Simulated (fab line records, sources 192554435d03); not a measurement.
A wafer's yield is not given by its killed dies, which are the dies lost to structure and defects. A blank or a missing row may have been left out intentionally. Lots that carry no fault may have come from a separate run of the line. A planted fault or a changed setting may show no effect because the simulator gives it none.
What tool caused it? | flow n5 finfet | 12 lots with 36 wafers sampled at 2 steps, on a route of 1938 steps

== WHAT EACH GAUGE READ, for each wafer ==
N5_BEOL_M14_CD_MEAS_28 targets a cd of 284.4 nm.
lot  | measured     | on        | cd nm (nm)
L074 | day 12 17:21 | cd sem-01 | 284.2 285.1 284.0
L078 | day 13 18:32 | cd sem-01 | 282.8 281.5 281.7
L076 | day 13 23:46 | cd sem-01 | 284.7 286.3 286.4
L081 | day 14 00:38 | cd sem-03 | 285.3 285.2 284.5
L083 | day 15 02:32 | cd sem-01 | 283.6 284.3 284.6
L085 | day 16 01:33 | cd sem-01 | 285.5 284.9 284.7
L087 | day 16 10:13 | cd sem-02 | 285.2 287.1 286.3
L089 | day 17 10:46 | cd sem-01 | 284.3 285.3 283.3
L090 | day 18 12:37 | cd sem-02 | 282.3 282.7 283.7
L093 | day 18 21:13 | cd sem-01 | 283.8 284.6 282.6
L095 | day 19 07:50 | cd sem-03 | 281.8 283.0 283.2
L096 | day 19 20:16 | cd sem-02 | 284.0 284.9 286.7

== EACH LOT AND THE TOOL THAT RAN IT (in order: tool; ch and the chambers of the sampled wafers; start) ==
lot  | N5_BEOL_M13_DESCUM_33
L074 | rie diel-02 ch 0,1,2, day 12 13:11
L078 | rie diel-02 ch 0,1,3, day 13 12:32
L076 | rie diel-01 ch 0,1,3, day 13 18:33
L081 | rie diel-02 ch 0,3, day 13 19:53
L083 | rie diel-01 ch 0,3, day 14 21:05
L085 | rie diel-02 ch 0,1, day 15 19:10
L087 | rie diel-02 ch 1,3, day 16 04:27
L089 | rie diel-04 ch 0,2,3, day 17 06:59
L090 | rie diel-01 ch 1,2,3, day 18 08:11
L093 | rie diel-04 ch 0,3, day 18 13:16
L095 | rie diel-02 ch 0,2,3, day 18 15:53
L096 | rie diel-04 ch 0,3, day 19 11:12
- N5_BEOL_M13_DESCUM_33: chemistry O2, time 7.9 s.

== THE ANSWER, worked out from the rows above alone ==
Rule: usual is defined by the lots themselves. Put in order of their means at a reading, lots are off if they are a third of the lots or fewer, leave a main group of 4 or more, and stand apart from it by a gap of 3 or more times the standard deviation of the main group's means; of several such gaps the widest counts. If all means in a main group match to the digits the tables above print for the reading, that group is not used. Also off: a lot with no number at a reading for which 4 or more lots have one. Any other lot the step has rows for is counted as sound.
None of the lots is off at any reading shown; this tells nothing.

== WHAT HAD BEEN PUT IN BY THE SIMULATOR ==
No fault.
